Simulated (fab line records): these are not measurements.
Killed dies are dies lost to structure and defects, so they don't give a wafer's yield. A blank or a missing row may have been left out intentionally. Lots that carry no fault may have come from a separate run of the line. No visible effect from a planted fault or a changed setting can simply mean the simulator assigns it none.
fab line records	flow nand-harc	part 1 of 2: steps 1 to 4 of 6
[record] lots = 22	wafers = 66	last-day = 33
route steps=1302 shown A_STAIRCASE@679
lots that met no fault: from a run of the same line without faults
start-h: hours from the record's first day to the start of the lot's first wafer shown	wait-h: how many hours have passed since the lot's step before this one	" same as the row above	L1.1+2: a single row standing in for several wafers	- value missing, or start not given	* or withheld: withheld	< > ~ a bound
route shown NAME@n: NAME is a module with steps in the file, n the number in the route of the first one	usual: average and standard deviation across the fault-free wafers	same: alike in all rows	chamber/n: place in a boat	sites: each site's reading	_std_site: how widely they spread, as a standard deviation	_edge_site: mean of outer sites minus mean of inner sites	radius-mm: how far each site lies from the wafer's centre	mask NAME#n: copy n	behind: the tool/chamber that last shaped the wafer	hold: why the lot was held/for how many hours/how that ended	device: names the non-switching transistor (n, p or np)	end of line: at the end of the route, the tests of the same wafers	a step given without rows: its recipe and nothing more	killed: dies lost to structure and defects at the first sort, not the wafer's yield	map: dies across one wafer; x = killed, . = not, _ = none there
set.NAME: setting as actually run; set.NAME@STEP: the setting as run at that earlier step	model.NAME: the simulator's own value behind a step, which no gauge read
the route's steps for a sample of lots (tables are steps, rows are wafers)
services: a tool's chamber out of use, with start hour (start-h, from the record's first day; less than 0 if before it), hours out, and reason
[[steps]]
[step NHARC_A_STAIRCASE_TRIM_22]
[recipe] time-s = 211.2	o2-flow-sccm = 500	ar-flow-sccm = 0	bias-w = 0	chemistry = O2
[usual] drypump-motor-current-A = 5.8/0.43	oes-product-au = 0.999/0.011	rf-vpp-V = 57.8/0.81	showerhead-plenum-p-Torr = 3.53/0.15	throttle-valve-pct = 17.038/0.0097
lot.wafer	tool	chamber	start-h	wait-h	drypump-motor-current-A	oes-product-au	rf-hours-counter-h	rf-vpp-V	showerhead-plenum-p-Torr	throttle-valve-pct
L074.4	rie-diel-04	3	-	-	6.4	1.006	53	57.4	3.44	17.029
L074.5	"	3	"	"	6.4	1.014	-	58.2	3.44	17.033
L074.6	"	0	"	"	6.1	0.982	-	57.9	3.65	17.023
L076.2	rie-diel-04	0	375.60	0.1	6.1	0.987	4	57.3	3.65	17.037
L076.4	"	0	"	"	6.1	0.985	-	57.3	3.65	17.037
L076.6	"	0	"	"	6.1	0.979	-	57.5	3.65	17.049
L077.4	rie-diel-13	0	-	-	5.9	0.988	13	55.9	3.42	17.037
L077.1	"	3	"	"	6.6	1.009	13	57.9	3.32	17.039
L077.6	"	1	"	"	5.5	0.988	-	58.4	3.80	17.033
L078.3	rie-diel-08	3	-	-	5.5	1.001	2	59.4	3.40	17.030
L078.4	"	0	"	"	5.6	1.004	2	57.1	3.57	17.040
L078.2	"	2	"	"	5.4	1.002	2	58.1	3.53	17.042
L079.4	rie-diel-08	3	-	-	5.5	1.004	5	57.2	3.39	17.030
L079.2	"	2	"	"	5.5	1.006	5	57.6	3.53	17.041
L079.6	"	3	"	"	5.5	1.001	-	57.3	3.40	17.040
L080.2	rie-diel-04	0	-	-	6.1	0.993	14	59.2	3.64	17.039
L080.5	"	3	"	"	6.3	1.009	-	58.6	3.43	17.035
L080.6	"	0	"	"	6.1	0.990	-	59.7	3.64	17.026
L081.1	rie-diel-08	1	-	-	5.9	0.996	13	57.2	3.49	17.042
L081.5	"	2	"	"	5.5	1.004	-	58.7	3.52	17.042
L081.6	"	3	"	"	5.5	1.005	-	58.7	3.39	17.017
L082.4	rie-diel-08	3	-	-	5.5	0.995	18	56.9	3.39	17.037
L082.1	"	0	"	"	5.5	0.999	14	58.2	3.56	17.033
L082.6	"	3	"	"	5.5	0.996	-	57.5	3.39	17.044
L083.4	rie-diel-04	0	-	-	6.1	0.986	29	57.6	3.63	17.030
L083.3	"	2	"	"	6.1	1.003	23	57.7	3.79	17.050
L083.2	"	3	"	"	6.4	1.004	23	58.2	3.42	17.037
L084.3	rie-diel-04	1	-	-	4.8	0.990	26	56.9	3.70	17.033
L084.1	"	2	"	"	6.0	1.005	24	57.9	3.79	17.035
L084.5	"	1	"	"	4.8	0.990	-	56.4	3.70	17.033
L086.1	rie-diel-08	1	-	-	5.9	0.999	24	57.2	3.48	17.038
L086.5	"	3	"	"	5.5	0.997	-	59.1	3.38	17.055
L086.6	"	0	"	"	5.5	1.013	-	58.1	3.55	17.047
L085.4	rie-diel-13	2	-	-	5.9	1.004	38	57.1	3.53	17.048
L085.2	"	3	"	"	6.6	1.009	44	57.1	3.31	17.047
L085.5	"	2	"	"	5.9	1.009	-	57.3	3.53	17.034
L087.3	rie-diel-08	0	-	-	5.6	1.011	33	58.2	3.55	17.038
L087.1	"	1	"	"	5.9	1.005	35	58.0	3.48	17.043
L087.5	"	3	"	"	5.5	0.998	-	56.2	3.38	17.012
L088.2	rie-diel-04	0	-	-	6.1	0.997	40	58.2	3.63	17.027
L088.4	"	1	"	"	4.8	0.997	36	58.6	3.69	17.031
L088.6	"	0	"	"	6.1	0.988	-	58.0	3.63	17.032
L090.4	rie-diel-13	1	-	-	5.5	0.989	53	58.6	3.78	17.025
L090.1	"	2	"	"	5.9	1.009	53	56.6	3.52	17.027
L090.5	"	1	"	"	5.5	0.995	-	59.5	3.78	17.035
L091.4	rie-diel-08	2	-	-	5.4	1.001	37	56.9	3.51	17.040
L091.3	"	3	"	"	5.5	0.999	48	57.8	3.37	17.039
L091.2	"	0	"	"	5.6	0.999	42	57.7	3.54	17.037
L092.4	rie-diel-04	0	-	-	6.1	0.966	6	58.1	3.62	17.053
L092.5	"	2	"	"	6.0	1.019	-	58.0	3.78	17.038
L092.6	"	3	"	"	6.4	0.996	-	56.9	3.41	17.039
L093.3	rie-diel-13	3	-	-	6.6	0.999	12	57.8	3.29	17.023
L093.2	"	1	"	"	5.5	0.989	8	59.8	3.77	17.036
L093.6	"	0	"	"	5.9	1.013	-	57.9	3.39	17.023
L094.4	rie-diel-08	3	-	-	5.5	1.004	1	57.1	3.37	17.031
L094.1	"	2	"	"	5.5	1.008	2	57.4	3.51	17.043
L094.5	"	0	"	"	5.5	1.013	-	59.1	3.54	17.030
L095.4	rie-diel-13	0	-	-	6.0	1.001	12	58.3	3.39	17.045
L095.1	"	2	"	"	5.9	1.022	15	58.0	3.51	17.050
L095.3	"	3	"	"	6.6	0.999	15	57.5	3.29	17.048
L096.1	rie-diel-08	0	-	-	5.6	1.014	7	57.0	3.54	17.036
L096.3	"	2	"	"	5.5	1.006	6	58.0	3.51	17.051
L096.6	"	0	"	"	5.6	1.003	-	57.6	3.54	17.041
L097.2	rie-diel-13	0	-	-	5.9	1.000	20	57.2	3.38	17.023
L097.4	"	2	"	"	5.9	1.005	23	59.3	3.51	17.033
L097.5	"	1	"	"	5.5	0.980	-	58.4	3.77	17.031
[step NHARC_A_STAIRCASE_ETCH_23]
[recipe] target-depth-a = 1000	time-s = 40.5	ion-energy-ev = 400	c4f8-flow-sccm = 20	o2-flow-sccm = 10	ar-flow-sccm = withheld	rf-w = 600	bias-w = 1000	chemistry = C4F8/O2
[usual] oes-product-au = 0.946/0.015	rf-vpp-V = 896/5.3
lot.wafer	tool	chamber	start-h	wait-h	oes-product-au	rf-hours-counter-h	rf-vpp-V
L074.4	rie-diel-04	1	-	-	0.935	48	904
L074.6	"	1	"	"	0.933	-	903
L074.5	"	2	"	"	0.965	-	887
L076.2	rie-diel-04	0	-	-	0.932	4	898
L076.4	"	1	"	"	0.932	-	903
L076.6	"	0	"	"	0.922	-	900
L077.4	rie-diel-13	3	-	-	0.965	13	889
L077.1	"	0	"	"	0.949	13	892
L077.6	"	2	"	"	0.977	-	896
L078.4	rie-diel-08	1	-	-	0.963	2	894
L078.3	"	2	"	"	0.976	2	897
L078.2	"	0	"	"	0.951	2	897
L079.2	rie-diel-08	3	-	-	0.939	6	891
L079.4	"	0	"	"	0.926	6	897
L079.6	"	0	"	"	0.934	-	898
L080.2	rie-diel-04	1	-	-	0.924	12	902
L080.6	"	0	"	"	0.920	-	900
L080.5	"	1	"	"	0.922	-	902
L081.1	rie-diel-08	1	-	-	0.941	13	893
L081.5	"	1	"	"	0.945	-	894
L081.6	"	2	"	"	0.937	-	898
L082.4	rie-diel-08	2	-	-	0.952	18	893
L082.1	"	3	"	"	0.949	18	890
L082.6	"	2	"	"	0.962	-	896
L083.4	rie-diel-04	2	-	-	0.939	23	906
L083.3	"	3	"	"	0.926	23	893
L083.2	"	1	"	"	0.928	25	902
L084.3	rie-diel-04	3	-	-	0.940	24	892
L084.1	"	0	"	"	0.928	30	899
L084.5	"	2	"	"	0.949	-	904
L086.1	rie-diel-08	3	-	-	0.938	27	890
L086.6	"	3	"	"	0.936	-	890
L086.5	"	0	"	"	0.942	-	897
L085.4	rie-diel-13	0	-	-	0.925	43	892
L085.2	"	3	"	"	0.935	44	887
L085.5	"	0	"	"	0.938	-	891
L087.1	rie-diel-08	1	-	-	0.953	35	894
L087.3	"	3	"	"	0.946	38	891
L087.5	"	2	"	"	0.945	-	896
L088.4	rie-diel-04	3	-	-	0.963	33	894
L088.2	"	2	"	"	0.974	33	906
L088.6	"	0	"	"	0.947	-	900
L090.4	rie-diel-13	1	-	-	0.948	53	904
L090.1	"	3	"	"	0.978	59	888
L090.5	"	0	"	"	0.946	-	891
L091.3	rie-diel-08	0	-	-	0.956	42	895
L091.4	"	1	"	"	0.959	43	894
L091.2	"	2	"	"	0.950	37	895
L092.4	rie-diel-04	3	-	-	0.936	6	892
L092.5	"	3	"	"	0.934	-	893
L092.6	"	0	"	"	0.926	-	900
L093.3	rie-diel-13	3	-	-	0.942	12	888
L093.2	"	1	"	"	0.931	8	905
L093.6	"	2	"	"	0.958	-	896
L094.4	rie-diel-08	2	-	-	0.971	2	896
L094.1	"	0	"	"	0.955	1	897
L094.5	"	2	"	"	0.973	-	896
L095.3	rie-diel-13	0	-	-	0.940	12	891
L095.4	"	1	"	"	0.920	12	905
L095.1	"	2	"	"	0.947	15	896
L096.1	rie-diel-08	3	-	-	0.968	7	892
L096.3	"	0	"	"	0.970	7	895
L096.6	"	3	"	"	0.972	-	889
L097.4	rie-diel-13	0	-	-	0.949	20	890
L097.2	"	1	"	"	0.935	22	904
L097.5	"	2	"	"	0.966	-	896
[step NHARC_A_STAIRCASE_TRIM_189]
[recipe] time-s = 211.2	o2-flow-sccm = 500	ar-flow-sccm = 0	bias-w = 0	chemistry = O2
[usual] drypump-motor-current-A = 5.8/0.51	oes-product-au = 0.999/0.011	rf-vpp-V = 57.8/1.1	showerhead-plenum-p-Torr = 3.56/0.16	throttle-valve-pct = 17.037/0.01
lot.wafer	tool	chamber	start-h	wait-h	drypump-motor-current-A	oes-product-au	rf-hours-counter-h	rf-vpp-V	showerhead-plenum-p-Torr	throttle-valve-pct
L074.4	rie-diel-04	3	-	-	6.4	1.010	55	58.5	3.44	17.053
L074.6	"	2	"	"	6.1	1.020	-	57.2	3.27	17.046
L074.5	"	3	"	"	6.4	1.007	-	57.4	3.44	17.041
L076.2	rie-diel-04	1	-	-	4.8	0.981	4	58.6	3.71	17.059
L076.4	"	2	"	"	6.0	1.010	2	58.2	3.81	17.017
L076.6	"	2	"	"	6.0	1.011	-	59.3	3.81	17.057
L077.4	rie-diel-04	2	-	-	6.0	1.009	5	59.4	3.80	17.039
L077.1	"	3	"	"	6.4	0.995	1	59.1	3.44	17.039
L077.6	"	2	"	"	6.0	1.011	-	58.7	3.81	17.037
L078.4	rie-diel-04	0	-	-	6.1	0.987	8	58.7	3.65	17.018
L078.2	"	1	"	"	4.8	0.986	8	59.6	3.71	17.034
L078.3	"	2	"	"	6.1	1.012	6	58.9	3.81	17.035
L079.4	rie-diel-04	3	-	-	6.4	0.997	5	56.7	3.43	17.037
L079.2	"	0	"	"	6.1	0.997	11	60.5	3.64	17.030
L079.6	"	0	"	"	6.1	0.994	-	58.8	3.64	17.040
L080.2	rie-diel-13	1	-	-	5.5	1.004	25	59.4	3.79	17.037
L080.5	"	3	"	"	6.6	0.987	-	57.4	3.32	17.034
L080.6	"	0	"	"	5.9	0.990	-	58.5	3.41	17.031
L081.1	rie-diel-13	1	-	-	5.5	1.003	32	58.3	3.79	17.046
L081.6	"	1	"	"	5.5	1.004	-	56.9	3.79	17.051
L081.5	"	3	"	"	6.6	0.996	-	57.3	3.31	17.017
L082.1	rie-diel-13	0	-	-	5.9	0.992	34	58.5	3.41	17.057
L082.4	"	0	"	"	5.9	0.986	-	57.4	3.41	17.027
L082.6	"	3	"	"	6.6	0.993	-	58.8	3.31	17.045
L083.4	rie-diel-13	2	-	-	5.9	1.000	37	57.9	3.53	17.036
L083.3	"	0	"	"	5.9	0.993	41	58.1	3.40	17.033
L083.2	"	1	"	"	5.5	0.985	40	57.9	3.79	17.049
L084.1	rie-diel-08	3	-	-	5.5	0.993	28	54.5	3.38	17.028
L084.3	"	0	"	"	5.6	1.014	23	57.8	3.55	17.050
L084.5	"	1	"	"	5.9	0.996	-	57.3	3.48	17.050
L086.1	rie-diel-04	1	-	-	4.8	0.996	27	57.4	3.70	17.033
L086.6	"	3	"	"	6.4	0.996	-	59.2	3.42	17.059
L086.5	"	0	"	"	6.1	0.987	-	56.8	3.63	17.023
L085.2	rie-diel-04	1	-	-	4.8	0.988	28	58.0	3.69	17.046
L085.4	"	2	"	"	6.0	0.998	26	59.5	3.79	17.039
L085.5	"	0	"	"	6.1	0.976	-	57.6	3.63	17.039
L087.3	rie-diel-08	3	-	-	5.5	0.997	38	58.0	3.38	17.027
L087.1	"	0	"	"	5.5	1.009	33	57.6	3.55	17.040
L087.5	"	3	"	"	5.5	0.988	-	56.9	3.38	17.022
L088.4	rie-diel-04	0	-	-	6.1	0.991	42	57.6	3.63	17.041
L088.2	"	1	"	"	4.8	1.002	37	56.5	3.69	17.033
L088.6	"	3	"	"	6.4	1.005	-	58.2	3.42	17.031
L090.1	rie-diel-08	0	-	-	5.6	1.007	43	57.6	3.54	17.031
L090.4	"	2	"	"	5.4	0.997	38	58.4	3.51	17.059
L090.5	"	0	"	"	5.5	1.011	-	56.2	3.54	17.033
L091.4	rie-diel-08	2	-	-	5.4	1.003	38	57.6	3.51	17.053
L091.3	"	3	"	"	5.5	0.995	48	55.5	3.37	17.025
L091.2	"	0	"	"	5.5	1.001	43	58.6	3.54	17.040
L092.4	rie-diel-04	0	-	-	6.1	0.973	7	58.6	3.62	17.032
L092.5	"	2	"	"	6.0	1.025	-	57.4	3.78	17.033
L092.6	"	3	"	"	6.4	1.001	-	57.1	3.41	17.035
L093.3	rie-diel-04	0	-	-	6.1	0.988	8	58.8	3.62	17.051
L093.2	"	2	"	"	6.1	1.022	7	58.4	3.78	17.039
L093.6	"	0	"	"	6.1	0.993	-	57.9	3.62	17.043
L094.4	rie-diel-04	1	-	-	4.8	0.990	9	56.6	3.68	17.056
L094.1	"	3	"	"	6.4	1.002	9	56.1	3.41	17.042
L094.5	"	1	"	"	4.8	0.983	-	58.9	3.68	17.039
L095.1	rie-diel-04	2	-	-	6.0	1.011	10	59.0	3.78	17.057
L095.3	"	0	"	"	6.1	0.981	10	57.6	3.61	17.031
L095.4	"	1	"	"	4.8	0.994	10	59.0	3.68	17.029
L096.1	rie-diel-04	0	-	-	6.1	0.989	13	57.8	3.61	17.024
L096.3	"	2	"	"	6.0	1.014	15	56.5	3.77	17.028
L096.6	"	0	"	"	6.1	0.987	-	58.1	3.61	17.040
L097.4	rie-diel-13	1	-	-	5.5	0.987	23	57.8	3.76	17.032
L097.2	"	3	"	"	6.6	0.995	23	55.9	3.28	17.046
L097.5	"	1	"	"	5.5	0.991	-	57.5	3.76	17.050
[step NHARC_A_STAIRCASE_TRIM_220]
[recipe] time-s = 211.2	o2-flow-sccm = 500	ar-flow-sccm = 0	bias-w = 0	chemistry = O2
[usual] drypump-motor-current-A = 5.8/0.45	oes-product-au = 1.001/0.011	rf-vpp-V = 57.8/0.94	showerhead-plenum-p-Torr = 3.54/0.15	throttle-valve-pct = 17.036/0.0092
lot.wafer	tool	chamber	start-h	wait-h	drypump-motor-current-A	oes-product-au	rf-hours-counter-h	rf-vpp-V	showerhead-plenum-p-Torr	throttle-valve-pct
L074.4	rie-diel-13	1	354.30	0.1	5.5	0.996	0	58.2	3.81	17.032
L074.5	"	1	"	"	5.5	0.992	-	58.8	3.81	17.045
L074.6	"	2	"	"	5.9	1.024	-	56.7	3.55	17.044
L076.2	rie-diel-13	3	381.77	0.1	6.6	1.000	12	58.9	3.32	17.026
L076.4	"	0	"	"	5.9	0.995	12	56.5	3.42	17.015
L076.6	"	2	"	"	5.9	1.013	-	58.0	3.54	17.033
L077.1	rie-diel-04	2	396.06	0.1	6.0	1.018	6	57.6	3.80	17.048
L077.4	"	1	"	"	4.8	0.996	9	59.7	3.70	17.053
L077.6	"	3	"	"	6.4	1.013	-	58.0	3.44	17.035
L078.4	rie-diel-08	2	396.97	0.1	5.4	1.013	3	58.1	3.53	17.044
L078.3	"	3	"	"	5.5	0.993	4	58.0	3.40	17.046
L078.2	"	0	"	"	5.6	1.001	4	58.3	3.57	17.029
L079.4	rie-diel-08	2	408.06	0.1	5.5	0.999	9	56.9	3.53	17.039
L079.2	"	3	"	"	5.5	1.007	10	57.1	3.39	17.059
L079.6	"	3	"	"	5.5	1.002	-	58.1	3.39	17.037
L080.2	rie-diel-04	1	421.46	0.1	4.8	0.991	14	56.2	3.70	17.039
L080.6	"	2	"	"	6.0	1.016	-	56.2	3.80	17.048
L080.5	"	3	"	"	6.4	1.014	-	56.5	3.43	17.042
L081.1	rie-diel-08	1	439.09	0.1	5.9	1.008	14	56.2	3.49	17.025
L081.6	"	1	"	"	5.9	1.004	-	58.6	3.49	17.035
L081.5	"	2	"	"	5.5	1.008	-	57.5	3.52	17.030
L082.1	rie-diel-08	0	443.98	0.1	5.5	1.006	15	58.0	3.56	17.037
L082.4	"	1	"	"	5.9	1.006	15	57.9	3.49	17.037
L082.6	"	0	"	"	5.5	1.006	-	56.8	3.56	17.039
L083.4	rie-diel-13	0	469.85	0.1	5.9	0.999	42	57.1	3.40	17.024
L083.2	"	1	"	"	5.6	0.992	41	58.5	3.78	17.032
L083.3	"	2	"	"	5.9	1.010	37	58.3	3.53	17.017
L086.1	rie-diel-13	1	473.83	0.1	5.5	1.006	42	57.9	3.78	17.041
L086.5	"	2	"	"	5.9	1.028	-	57.5	3.53	17.044
L086.6	"	3	"	"	6.6	1.010	-	56.3	3.30	17.031
L084.3	rie-diel-13	2	477.53	0.1	5.9	1.010	41	55.7	3.53	17.046
L084.1	"	3	"	"	6.6	0.999	46	58.0	3.30	17.041
L084.5	"	0	"	"	5.9	1.001	-	58.3	3.40	17.032
L085.2	rie-diel-04	0	477.80	0.1	6.1	0.973	33	59.0	3.63	17.031
L085.4	"	2	"	"	6.0	1.014	27	58.7	3.79	17.046
L085.5	"	0	"	"	6.1	0.975	-	57.4	3.63	17.036
L087.3	rie-diel-08	3	498.31	0.1	5.5	0.987	39	56.9	3.38	17.029
L087.1	"	0	"	"	5.5	1.012	34	57.3	3.55	17.015
L087.5	"	1	"	"	5.9	1.006	-	57.6	3.48	17.032
L088.2	rie-diel-08	1	504.51	0.1	5.9	1.020	39	56.2	3.47	17.030
L088.4	"	3	"	"	5.5	1.007	44	57.9	3.37	17.036
L088.6	"	2	"	"	5.4	1.002	-	57.1	3.52	17.032
L091.3	rie-diel-04	3	523.49	0.1	6.4	1.005	42	56.3	3.41	17.017
L091.4	"	1	"	"	4.8	0.990	44	57.4	3.69	17.037
L091.2	"	2	"	"	6.0	1.003	40	58.1	3.78	17.041
L090.1	rie-diel-04	3	524.13	0.1	6.4	1.000	43	57.2	3.41	17.049
L090.4	"	2	"	"	6.1	1.007	41	59.8	3.78	17.045
L090.5	"	0	"	"	6.0	0.983	-	58.2	3.62	17.038
L092.4	rie-diel-04	0	556.81	0.1	6.1	0.985	8	58.8	3.62	17.046
L092.5	"	0	"	"	6.1	0.979	-	56.7	3.62	17.034
L092.6	"	1	"	"	4.8	0.994	-	59.4	3.68	17.026
L093.3	rie-diel-13	2	558.99	0.1	5.9	1.017	13	59.7	3.52	17.043
L093.2	"	3	"	"	6.6	1.016	13	56.6	3.29	17.035
L093.6	"	2	"	"	5.9	1.008	-	57.5	3.52	17.048
L094.1	rie-diel-08	1	565.68	0.1	5.9	0.997	2	57.8	3.47	17.028
L094.4	"	2	"	"	5.4	1.004	3	60.1	3.51	17.020
L094.5	"	0	"	"	5.5	1.015	-	56.4	3.54	17.022
L095.4	rie-diel-08	2	572.88	0.2	5.4	1.022	5	58.0	3.51	17.041
L095.1	"	3	"	"	5.5	1.020	5	56.3	3.37	17.045
L095.3	"	0	"	"	5.5	1.027	5	57.8	3.54	17.015
L096.3	rie-diel-04	3	581.91	0.1	6.4	0.995	16	57.1	3.40	17.047
L096.1	"	0	"	"	6.1	0.976	14	59.1	3.61	17.023
L096.6	"	2	"	"	6.1	1.010	-	59.2	3.77	17.043
L097.4	rie-diel-04	1	594.99	0.1	4.8	1.004	18	58.8	3.67	17.053
L097.2	"	2	"	"	6.0	1.005	22	59.1	3.77	17.038
L097.5	"	3	"	"	6.4	0.995	-	56.5	3.40	17.047
